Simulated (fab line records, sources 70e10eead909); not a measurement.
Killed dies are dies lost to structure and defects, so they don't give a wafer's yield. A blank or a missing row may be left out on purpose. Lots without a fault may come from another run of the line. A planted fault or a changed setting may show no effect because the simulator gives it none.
Which tool did it? | flow nand_harc | 6 lots, 18 wafers sampled, at 4 steps of a route of 1159

WHAT THE GAUGES READ, wafer by wafer
NHARC_END_SORT_01.
lot  | measured     | on        | killed_at_periphery
L365 | day 21 18:49 | prober-02 | 3 2 3
L374 | day 23 13:16 | prober-02 | 2 2 639

WHICH TOOL RAN EACH LOT (tool, then ch and the chambers of the sampled wafers, then the start)
lot  | NHARC_P_M2_PRE_CLEAN_32         | NHARC_P_BONDPAD_ETCH_12            | NHARC_P_BONDPAD_DEGAS_25
L359 | pecvd-01 ch 0,1,2, day 7 07:18  | rie_diel-04 ch 2,3, day 7 09:14    | pvd_sputter-01, day 7 10:00
L365 | pecvd-01 ch 0,2, day 8 11:52    | rie_diel-04 ch 2,3, day 8 13:49    | pvd_sputter-02, day 8 14:37
L369 | pecvd-01 ch 0,1, day 9 09:11    | rie_diel-04 ch 0,1, day 9 11:16    | pvd_sputter-01, day 9 12:02
L371 | pecvd-01 ch 0,1, day 10 02:41   | rie_diel-04 ch 0,1, day 10 05:00   | pvd_sputter-01, day 10 05:47
L370 | pecvd-04 ch 1,2, day 10 04:29   | rie_diel-04 ch 0,1,2, day 10 06:46 | pvd_sputter-01, day 10 07:34
L374 | pecvd-04 ch 0,1,2, day 10 15:30 | rie_diel-04 ch 0,1,3, day 10 17:46 | pvd_sputter-01, day 10 18:32
- NHARC_P_M2_PRE_CLEAN_32: time 12 s.
- NHARC_P_BONDPAD_ETCH_12: etches the open film in CHF3/O2, target depth 200 nm, time 100 s.
- NHARC_P_BONDPAD_DEGAS_25: time 60 s.

THE ANSWER, worked out from the rows above alone
Rule: what is usual is taken from the lots themselves. Put in order of their means at a reading, lots are off if they are a third of the lots or fewer, leave a main group of 4 or more, and stand apart from it by a gap of 3 or more times the standard deviation of the main group's means; of several such gaps the widest counts. A main group whose means are all the same, to the digits that the tables above print for the reading, isn't used. A lot without any number at a reading at which 4 lots or more have one is off too. The other lots that the step has rows for count as sound.
No lot is off at any reading shown: from this, nothing can be told.

WHAT THE SIMULATOR HAD PUT IN
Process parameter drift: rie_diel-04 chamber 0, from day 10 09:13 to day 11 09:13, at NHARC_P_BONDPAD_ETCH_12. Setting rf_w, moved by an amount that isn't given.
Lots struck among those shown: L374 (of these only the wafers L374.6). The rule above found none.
